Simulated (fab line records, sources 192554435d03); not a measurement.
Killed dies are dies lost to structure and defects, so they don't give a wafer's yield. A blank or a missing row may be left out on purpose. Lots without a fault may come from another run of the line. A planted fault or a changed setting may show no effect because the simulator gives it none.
Tool commonality check | flow n5_finfet | 13 lots, 37 wafers sampled

WHY IT WAS OPENED
At N5_BEOL_M4_RC_MEAS_101 the reading CJ_P is flagged on 1 of 13 lots. Wafers without a fault read 5.82, standard deviation 0.13.
Rule: a lot is flagged when every wafer of it that has a number lies more than 4 standard deviations from that mean, or none has a number. The other lots count as sound.

lot  | measured     | on        | CJ_P, wafer by wafer | flag
L550 | day 8 12:31  | prober-02 | 5.78 5.74 6.03       |
L551 | day 8 12:46  | prober-01 | 5.83 5.76 5.86       |
L553 | day 8 20:49  | prober-01 | 5.85 5.59 5.89       |
L554 | day 9 10:25  | prober-02 | 5.65 5.95 5.74       |
L556 | day 10 01:23 | prober-01 | 4.05                 | FLAGGED
L557 | day 10 14:56 | prober-01 | 6.09 5.70 5.78       |
L561 | day 11 22:42 | prober-02 | 6.16 5.91 5.97       |
L560 | day 11 23:56 | prober-02 | 5.88 5.80 5.95       |
L564 | day 12 07:57 | prober-02 | 5.92 5.84 5.56       |
L566 | day 13 03:16 | prober-01 | 5.99 6.02 5.78       |
L567 | day 13 06:13 | prober-01 | 5.72 5.86 5.72       |
L573 | day 14 15:33 | prober-01 | 5.93 5.77 5.78       |
L571 | day 15 11:11 | prober-02 | 5.70 5.47 5.51       |
The numbers of the flagged lots are 4.05 on average: -1.77 against the usual, or -14 standard deviations.

WHICH TOOL RAN EACH LOT
The record holds 4 process steps before the reading, out of a route of 1938 steps. In each cell: the tool, then ch and the chambers that the sampled wafers went through, then the start.
lot  | flag    | N5_BEOL_M0_SAQP_HM_DEP_111     | N5_BEOL_M0_SAQP_DESCUM_19          | N5_BEOL_M0_SAQP_SPACER1_ALD_98    | N5_BEOL_M0_SAQP_SPACER1_ETCHBACK_99
L550 |         | pecvd-02 ch 0,1,2, day 5 10:02 | rie_diel-03 ch 1,3, day 5 10:37    | ald_sin-03 ch 0,1,3, day 5 11:31  | rie_diel-06 ch 1,2, day 5 11:59
L551 |         | pecvd-04 ch 0,1, day 5 16:20   | rie_diel-06 ch 0,1,3, day 5 16:52  | ald_sin-03 ch 0,3, day 5 17:55    | rie_diel-02 ch 0,1,2, day 5 18:23
L553 |         | pecvd-02 ch 0,1, day 6 06:16   | rie_diel-03 ch 0,1,3, day 6 07:11  | ald_sin-02 ch 0,1,3, day 6 08:07  | rie_diel-03 ch 1,2,3, day 6 08:35
L554 |         | pecvd-03 ch 1,2, day 6 09:31   | rie_diel-02 ch 1,2,3, day 6 10:04  | ald_sin-02 ch 0,2,3, day 6 11:51  | rie_diel-06 ch 1,2,3, day 6 12:19
L556 | FLAGGED | pecvd-04 ch 0, day 6 22:13     | rie_diel-06 ch 0, day 6 22:37      | ald_sin-02 ch 3, day 6 23:43      | rie_diel-06 ch 2, day 7 00:03
L557 |         | pecvd-02 ch 1,2, day 7 04:52   | rie_diel-03 ch 0,2,3, day 7 05:18  | ald_sin-03 ch 0,1,3, day 7 06:35  | rie_diel-02 ch 0,1,3, day 7 07:03
L561 |         | pecvd-03 ch 0,2, day 8 03:38   | rie_diel-06 ch 0,1,2, day 8 04:10  | ald_sin-03 ch 2,3, day 8 05:03    | rie_diel-02 ch 1,3, day 8 05:32
L560 |         | pecvd-02 ch 0,1,2, day 8 09:11 | rie_diel-06 ch 0,3, day 8 09:44    | ald_sin-03 ch 0,1,2, day 8 10:38  | rie_diel-06 ch 0,1,3, day 8 11:06
L564 |         | pecvd-03 ch 1,2, day 9 01:23   | rie_diel-03 ch 0,3, day 9 01:56    | ald_sin-03 ch 1,2,3, day 9 03:35  | rie_diel-06 ch 0,2,3, day 9 04:04
L566 |         | pecvd-04 ch 0,1,2, day 9 09:50 | rie_diel-06 ch 0,1,2, day 9 10:33  | ald_sin-01 ch 0,1,2, day 9 12:00  | rie_diel-06 ch 0,2,3, day 9 12:29
L567 |         | pecvd-03 ch 1,2, day 9 16:42   | rie_diel-03 ch 2,3, day 9 17:29    | ald_sin-03 ch 1,2,3, day 9 18:22  | rie_diel-03 ch 0,1,2, day 9 18:51
L573 |         | pecvd-03 ch 1,2, day 11 03:04  | rie_diel-03 ch 0,2, day 11 03:29   | ald_sin-01 ch 2,3, day 11 04:42   | rie_diel-06 ch 2,3, day 11 05:15
L571 |         | pecvd-02 ch 0,1, day 10 17:01  | rie_diel-03 ch 0,1,3, day 10 17:49 | ald_sin-01 ch 1,2,3, day 10 18:42 | rie_diel-06 ch 0,1, day 10 19:11
What these steps do:
- N5_BEOL_M0_SAQP_HM_DEP_111: deposits SiO2 from SiH4/N2O, target thk 12 nm, time 7.2 s.
- N5_BEOL_M0_SAQP_DESCUM_19: chemistry O2, time 7.9 s.
- N5_BEOL_M0_SAQP_SPACER1_ALD_98: deposits SiO2, target thk 12.8 nm, pulse time 1 s, purge time 2 s.
- N5_BEOL_M0_SAQP_SPACER1_ETCHBACK_99: etches SiO2 in CHF3/O2, target depth 15.4 nm, time 7.7 s.
- N5_BEOL_M4_RC_MEAS_101

FLAGGED OVER TOTAL, TOOL BY TOOL (the gauges that took the reading come last)
step                                | tool        | lots run | flagged | share of the flagged lots | sound lots run after its first flagged lot
N5_BEOL_M0_SAQP_HM_DEP_111          | pecvd-02    | 5        | 0       | none                      | -
N5_BEOL_M0_SAQP_HM_DEP_111          | pecvd-03    | 5        | 0       | none                      | -
N5_BEOL_M0_SAQP_HM_DEP_111          | pecvd-04    | 3        | 1       | all                       | 1 (L566)
N5_BEOL_M0_SAQP_DESCUM_19           | rie_diel-02 | 1        | 0       | none                      | -
N5_BEOL_M0_SAQP_DESCUM_19           | rie_diel-03 | 7        | 0       | none                      | -
N5_BEOL_M0_SAQP_DESCUM_19           | rie_diel-06 | 5        | 1       | all                       | 3 (L561,L560,L566)
N5_BEOL_M0_SAQP_SPACER1_ALD_98      | ald_sin-01  | 3        | 0       | none                      | -
N5_BEOL_M0_SAQP_SPACER1_ALD_98      | ald_sin-02  | 3        | 1       | all                       | 0
N5_BEOL_M0_SAQP_SPACER1_ALD_98      | ald_sin-03  | 7        | 0       | none                      | -
N5_BEOL_M0_SAQP_SPACER1_ETCHBACK_99 | rie_diel-02 | 3        | 0       | none                      | -
N5_BEOL_M0_SAQP_SPACER1_ETCHBACK_99 | rie_diel-03 | 2        | 0       | none                      | -
N5_BEOL_M0_SAQP_SPACER1_ETCHBACK_99 | rie_diel-06 | 8        | 1       | all                       | 5 (L560,L564,L566,L571,L573)
N5_BEOL_M4_RC_MEAS_101              | prober-01   | 7        | 1       | all                       | 4 (L557,L566,L567,L573)
N5_BEOL_M4_RC_MEAS_101              | prober-02   | 6        | 0       | none                      | -

WHAT THE TABLE ALLOWS
5 rows of the table ran every flagged lot: pecvd-04 at N5_BEOL_M0_SAQP_HM_DEP_111, rie_diel-06 at N5_BEOL_M0_SAQP_DESCUM_19, ald_sin-02 at N5_BEOL_M0_SAQP_SPACER1_ALD_98, rie_diel-06 at N5_BEOL_M0_SAQP_SPACER1_ETCHBACK_99, prober-01 at N5_BEOL_M4_RC_MEAS_101.
- pecvd-04 at N5_BEOL_M0_SAQP_HM_DEP_111: 1 of its 3 lots flagged. Sound lots ran on it after the first flagged one (L566), which a lasting fault on the whole tool wouldn't allow.
- rie_diel-06 at N5_BEOL_M0_SAQP_DESCUM_19: 1 of its 5 lots flagged. Sound lots ran on it after the first flagged one (L561, L560, L566), which a lasting fault on the whole tool wouldn't allow.
- ald_sin-02 at N5_BEOL_M0_SAQP_SPACER1_ALD_98: 1 of its 3 lots flagged. Its last sound lot is L554 (day 6 11:51), its first flagged lot L556 (day 6 23:43): a fault that began between those two fits. Its own readings lie more than 4 standard deviations out on every wafer of the flagged lots: susceptor_temp_C.
- rie_diel-06 at N5_BEOL_M0_SAQP_SPACER1_ETCHBACK_99: 1 of its 8 lots flagged. Sound lots ran on it after the first flagged one (L560, L564, L566, L571, L573), which a lasting fault on the whole tool wouldn't allow.
- prober-01 at N5_BEOL_M4_RC_MEAS_101: 1 of its 7 lots flagged. Sound lots ran on it after the first flagged one (L557, L566, L567, L573), which a lasting fault on the whole tool wouldn't allow.
One tool is left: ald_sin-02 at N5_BEOL_M0_SAQP_SPACER1_ALD_98.

WHAT THE SIMULATOR HAD PUT IN
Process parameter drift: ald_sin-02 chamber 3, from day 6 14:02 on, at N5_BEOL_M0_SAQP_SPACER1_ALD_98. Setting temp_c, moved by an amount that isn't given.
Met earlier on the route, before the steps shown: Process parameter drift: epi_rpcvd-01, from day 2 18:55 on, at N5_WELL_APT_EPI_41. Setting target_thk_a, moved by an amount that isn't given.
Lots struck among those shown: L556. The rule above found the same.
